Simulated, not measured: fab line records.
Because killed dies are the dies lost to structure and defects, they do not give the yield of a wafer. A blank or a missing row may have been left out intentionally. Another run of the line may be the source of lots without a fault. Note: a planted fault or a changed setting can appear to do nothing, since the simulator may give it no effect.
Chamber matching -- flow n5-finfet -- N5_FIN_SAQP_MANDREL_ETCH_58 on rie-si-01 has 4 sister chambers
The step etches a-Si in HBr/Cl2, stops on SiNx, target depth 45 nm, bt time 10 s, time 27 s. 14 wafers are shown with their chamber, then 7 later ones without.

== WAFERS, EACH WITH ITS CHAMBER ==
wafer,chamber,throttle-valve-pct (%),oes-product-au (a.u.)
L834.1,0,35.45,0.684
L834.3,2,35.23,0.715
L834.5,2,35.20,0.715
L837.2,2,35.20,0.704
L837.4,3,35.30,0.715
L837.5,2,35.23,0.716
L838.1,2,35.21,0.718
L838.3,1,35.73,0.690
L838.5,3,35.30,0.710
L846.3,1,35.73,0.688
L846.4,3,35.30,0.713
L846.5,1,35.71,0.691
L847.1,0,35.46,0.683
L847.2,1,35.71,0.689

SIGNATURES (averages over the wafers above)
reading,chamber 0,chamber 1,chamber 2,chamber 3,scatter within a chamber
throttle-valve-pct,35.4550,35.7200,35.2140,35.3000,0.0117
oes-product-au,0.68350,0.68950,0.71360,0.71267,0.00373
Rule: a wafer lies at a distance from a chamber equal to the root of the sum of squares, over the readings, of (its reading less the chamber's mean, divided by the reading's scatter). If the next closest chamber is less than 2 further off than the closest, the wafer can't be placed; otherwise it belongs to the closest. How the scatter is found: for the shown wafers, subtract from each reading the mean of its chamber, square and add these, divide the total by (wafers less chambers), then take the root.

== WAFERS MISSING THEIR CHAMBER ==
wafer,throttle-valve-pct (%),oes-product-au (a.u.)
L847.3,35.33,0.711
L852.2,35.72,0.688
L852.4,35.22,0.712
L852.6,35.72,0.687
L857.1,35.32,0.701
L857.3,35.22,0.708
L857.6,35.71,0.697

== WHICH CHAMBER EACH ONE RAN IN ==
wafer,from the rows above,in truth
L847.3,3,3
L852.2,1,1
L852.4,2,2
L852.6,1,1
L857.1,3,3
L857.3,2,2
L857.6,1,1
7 of 7 placed correctly. Can't be placed from these rows: 0. Number placed wrongly: 0.
